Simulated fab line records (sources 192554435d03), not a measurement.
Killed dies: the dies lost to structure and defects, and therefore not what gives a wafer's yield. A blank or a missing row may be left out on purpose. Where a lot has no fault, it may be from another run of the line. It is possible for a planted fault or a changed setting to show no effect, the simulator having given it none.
Split-lot trial :: flow n5_finfet :: 7 lots, 21 wafers read, on a route of 1938 steps

## THE SPLIT
At N5_BEOL_M5_COAT_65 (time 60 s, resist thk 60 nm), the setting spin_rpm was moved away from the recipe's 1500 rpm on 6 of the 21 wafers read, by -7.4% to +8.8%. For the rest of the wafers, this setting stayed at what the recipe calls for.

## FROM THE SPLIT TO THE READING: what the file shows between them, 4 steps
- N5_BEOL_M5_COAT_66: time 60 s, resist thk 12 nm
- N5_BEOL_M5_COAT_74: time 60 s, resist thk 5 nm
- N5_BEOL_M5_ETCH_75: etches underlayer in N2/H2, target depth 6.5 nm, time 5.2 s
- N5_BEOL_M5_ETCH_67: etches SiARC in CF4, target depth 15.6 nm, time 26 s

## THE READING
etch.depth_nm (the simulator's own value, which no gauge read), in nm, at N5_BEOL_M5_ETCH_68 (etches SOC in N2/H2, target depth 80 nm, overetch 16 nm, time 120 s). No usual value for it is given in the file. The 15 wafers here that ran the recipe average 59.85 nm, standard deviation 0.1 nm.

wafer: L075.1
tool, chamber at the split: litho_track-05, 0
spin_rpm as run, rpm: 1500
against the recipe: recipe
etch.depth_nm, nm: 59.68
against lot-mates on the recipe: -

wafer: L075.2
tool, chamber at the split: litho_track-05, 0
spin_rpm as run, rpm: 1500
against the recipe: recipe
etch.depth_nm, nm: 59.76
against lot-mates on the recipe: -

wafer: L075.6
tool, chamber at the split: litho_track-05, 0
spin_rpm as run, rpm: 1500
against the recipe: recipe
etch.depth_nm, nm: 59.85
against lot-mates on the recipe: -

wafer: L077.2
tool, chamber at the split: litho_track-05, 0
spin_rpm as run, rpm: 1632
against the recipe: +8.8%
etch.depth_nm, nm: 57.42
against lot-mates on the recipe: -2.52

wafer: L077.5
tool, chamber at the split: litho_track-05, 0
spin_rpm as run, rpm: 1500
against the recipe: recipe
etch.depth_nm, nm: 60.05
against lot-mates on the recipe: -

wafer: L077.6
tool, chamber at the split: litho_track-05, 0
spin_rpm as run, rpm: 1500
against the recipe: recipe
etch.depth_nm, nm: 59.84
against lot-mates on the recipe: -

wafer: L081.1
tool, chamber at the split: litho_track-02, 0
spin_rpm as run, rpm: 1500
against the recipe: recipe
etch.depth_nm, nm: 59.69
against lot-mates on the recipe: -

wafer: L081.3
tool, chamber at the split: litho_track-02, 0
spin_rpm as run, rpm: 1561
against the recipe: +4.1%
etch.depth_nm, nm: 58.44
against lot-mates on the recipe: -1.25

wafer: L081.6
tool, chamber at the split: litho_track-02, 0
spin_rpm as run, rpm: 1561
against the recipe: +4.1%
etch.depth_nm, nm: 58.54
against lot-mates on the recipe: -1.15

wafer: L083.3
tool, chamber at the split: litho_track-02, 0
spin_rpm as run, rpm: 1500
against the recipe: recipe
etch.depth_nm, nm: 59.99
against lot-mates on the recipe: -

wafer: L083.4
tool, chamber at the split: litho_track-02, 0
spin_rpm as run, rpm: 1500
against the recipe: recipe
etch.depth_nm, nm: 59.91
against lot-mates on the recipe: -

wafer: L083.5
tool, chamber at the split: litho_track-02, 0
spin_rpm as run, rpm: 1389
against the recipe: -7.4%
etch.depth_nm, nm: 62.49
against lot-mates on the recipe: +2.54

wafer: L084.1
tool, chamber at the split: litho_track-02, 0
spin_rpm as run, rpm: 1391
against the recipe: -7.3%
etch.depth_nm, nm: 62.34
against lot-mates on the recipe: +2.46

wafer: L084.5
tool, chamber at the split: litho_track-02, 0
spin_rpm as run, rpm: 1391
against the recipe: -7.3%
etch.depth_nm, nm: 62.42
against lot-mates on the recipe: +2.54

wafer: L084.6
tool, chamber at the split: litho_track-02, 0
spin_rpm as run, rpm: 1500
against the recipe: recipe
etch.depth_nm, nm: 59.88
against lot-mates on the recipe: -

wafer: L096.1
tool, chamber at the split: litho_track-05, 0
spin_rpm as run, rpm: 1500
against the recipe: recipe
etch.depth_nm, nm: 59.84
against lot-mates on the recipe: -

wafer: L096.4
tool, chamber at the split: litho_track-05, 0
spin_rpm as run, rpm: 1500
against the recipe: recipe
etch.depth_nm, nm: 59.86
against lot-mates on the recipe: -

wafer: L096.6
tool, chamber at the split: litho_track-05, 0
spin_rpm as run, rpm: 1500
against the recipe: recipe
etch.depth_nm, nm: 59.88
against lot-mates on the recipe: -

wafer: L095.1
tool, chamber at the split: litho_track-03, 0
spin_rpm as run, rpm: 1500
against the recipe: recipe
etch.depth_nm, nm: 59.94
against lot-mates on the recipe: -

wafer: L095.2
tool, chamber at the split: litho_track-03, 0
spin_rpm as run, rpm: 1500
against the recipe: recipe
etch.depth_nm, nm: 59.74
against lot-mates on the recipe: -

wafer: L095.3
tool, chamber at the split: litho_track-03, 0
spin_rpm as run, rpm: 1500
against the recipe: recipe
etch.depth_nm, nm: 59.91
against lot-mates on the recipe: -

THE FIT
A straight line over all 21 wafers: etch.depth_nm changes by -0.327 nm for each +1% of spin_rpm; r = -0.99; the points scatter about the line by 0.15 nm.
The same after taking each lot's own level away (the mean of its wafers on the recipe; 21 wafers): -0.321 nm for each +1%; r = -1.00; scatter 0.11 nm.
The reading moves by 2.8 nm for the largest change in spin_rpm, on that fit.
Measured against the standard deviation above, the lots' own levels, which go from 59.690 to 59.950 nm, span 2.6 times it.
So the lot-to-lot level changes the slope little: the two slopes agree.
Check: with one of the wafers moved furthest among these (+8.8%) left out of the fit, the line predicts -2.91 nm for it against its lot-mates. Against them it came out at -2.52 nm.

## THESE WAFERS: OTHER SPLITS
Other splits were also applied to these wafers ahead of the reading. Each is held against what the fit with the lots' levels taken away leaves over:
other split on the same wafers: N5_BEOL_M2_COAT_62 spin_rpm
wafers away from the commonest value: 8
r with etch.depth_nm (lot level and that fit taken away): -0.20

other split on the same wafers: N5_BEOL_M3_ETCH_70 source_w
wafers away from the commonest value: 7
r with etch.depth_nm (lot level and that fit taken away): -0.08

other split on the same wafers: N5_BEOL_M4_PECVD_72 time_s
wafers away from the commonest value: 11
r with etch.depth_nm (lot level and that fit taken away): +0.03

other split on the same wafers: N5_BEOL_M5_ETCH_72 bias_w
wafers away from the commonest value: 9
r with etch.depth_nm (lot level and that fit taken away): -0.31

## THE WHOLE CHAIN: every reading that the file lists as answering this split, in the file's order
step: N5_BEOL_M5_COAT_65
what it does: time 60 s, resist thk 60 nm
reading: SOC_of_BEOL_M5_COAT_65.thk_nm (the simulator's own value, which no gauge read)
change (the file's fit): -0.313 nm for each +1% of the setting
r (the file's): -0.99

step: N5_BEOL_M5_ETCH_68
what it does: etches SOC in N2/H2, target depth 80 nm, overetch 16 nm, time 120 s
reading: etch.depth_nm (the simulator's own value, which no gauge read)
change (the file's fit): -0.318 nm for each +1% of the setting
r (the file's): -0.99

## THE FILE'S OWN FIT
etch.depth_nm changes by -0.318 nm for each +1% of spin_rpm, r = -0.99.
